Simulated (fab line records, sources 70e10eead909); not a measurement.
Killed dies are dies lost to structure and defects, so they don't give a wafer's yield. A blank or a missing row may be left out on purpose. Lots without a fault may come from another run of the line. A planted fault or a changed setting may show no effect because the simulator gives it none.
A struck lot beside a sound one | flow nand_harc | 14 steps out of a route of 1302
Sound: wafers L860.2, L860.3, L860.4. Struck: wafer L852.3. (L852.5, L852.6 of the same lot were not struck and are left out.) The cause comes at the end.
At each step with rows: each side's tool, then ch and its chambers, then its first start. Under that, the readings that differ: sound wafers | struck wafers | difference of the means | sigmas: that difference in standard deviations of wafers without a fault.
alike: readings whose means differ by less than 2 such deviations, and words and numbers that are the same on both sides. not compared: withheld readings, readings that some wafer has no value for, bounds like >300 that may hide the same value, and numbers for which the record gives no deviation and whose values overlap.
The two part at a step that has a row with sigmas, a row that says differs or no value, or rows on one side only. Numbers that don't overlap but have no deviation are shown without sigmas and don't part them. A reading that every wafer of one side lacks parts them only if that side has two wafers or more.

NHARC_A_ZERO_WELL_INSPECT_17:
  sound on defect_inspect-01, day 13 16:05; struck on defect_inspect-02, day 10 00:56
  alike: raw_defect_count
then, 3 steps without rows for these wafers: NHARC_A_SOURCE_PLATE_PRECLEAN_00 (cleans in HF-LAST, time 60 s); NHARC_A_SOURCE_PLATE_SRD_01; NHARC_A_SOURCE_PLATE_OXIDE_02 (material SiO2, target thk 10 nm, ox time 1362 s).
NHARC_A_SOURCE_PLATE_THK_MEAS_09: measures by ellipsometry.
  sound on film_metro-02, day 13 23:24; struck on film_metro-01, day 10 08:02
  alike: thk_nm
then, 3 steps without rows for these wafers: NHARC_A_SOURCE_PLATE_PVD_04 (deposits WSi2, target thk 50 nm); NHARC_A_SOURCE_PLATE_CVD_03 (deposits poly-Si, target thk 200 nm, time 4000 s); NHARC_A_SOURCE_PLATE_ANNEAL_05 (time 1800 s).
NHARC_A_SOURCE_PLATE_THK_MEAS_06: measures by ellipsometry.
  sound on film_metro-02, day 14 14:26; struck on film_metro-01, day 10 22:12
  alike: thk_nm
NHARC_A_SOURCE_PLATE_INSPECT_08:
  sound on defect_inspect-02, day 14 14:30; struck on defect_inspect-02, day 10 22:16
  reading          | sound      | struck | difference | sigmas
  raw_defect_count | 83 102 126 | 52     | -52        | -2
NHARC_A_ONON_D1_DEP_00: target thk 1000 nm.
  sound on pecvd_onon-01 ch 0, day 14 14:37; struck on pecvd_onon-01 ch 0, day 10 22:27
  alike: n2_flow_sccm, nh3_flow_sccm, susceptor_temp_C
NHARC_A_ONON_D1_THK_MEAS_02: measures by ellipsometry.
  sound on film_metro-02, day 14 15:05; struck on film_metro-02, day 10 22:50
  reading     | sound          | struck | difference | sigmas
  thk_nm (nm) | 1006 1007 1006 | 1158   | +152       | +15
then, 1 step without rows for these wafers: NHARC_A_ONON_D1_DEP_03 (target thk 1000 nm).
-- the record jumps here: 16 days lie between the struck wafers' starts before and after (it left off in module A_ONON_D1 and takes up again in module END, whose first step shown is number 1302 of the route) --
NHARC_END_SORT_01:
  the record has rows for the struck wafers here (prober-02 ch 0, day 27 01:39) and none for the sound ones

WHERE THEY PART
First at NHARC_A_SOURCE_PLATE_INSPECT_08; last, within this record, at NHARC_END_SORT_01.

WHY: what the simulator had put in
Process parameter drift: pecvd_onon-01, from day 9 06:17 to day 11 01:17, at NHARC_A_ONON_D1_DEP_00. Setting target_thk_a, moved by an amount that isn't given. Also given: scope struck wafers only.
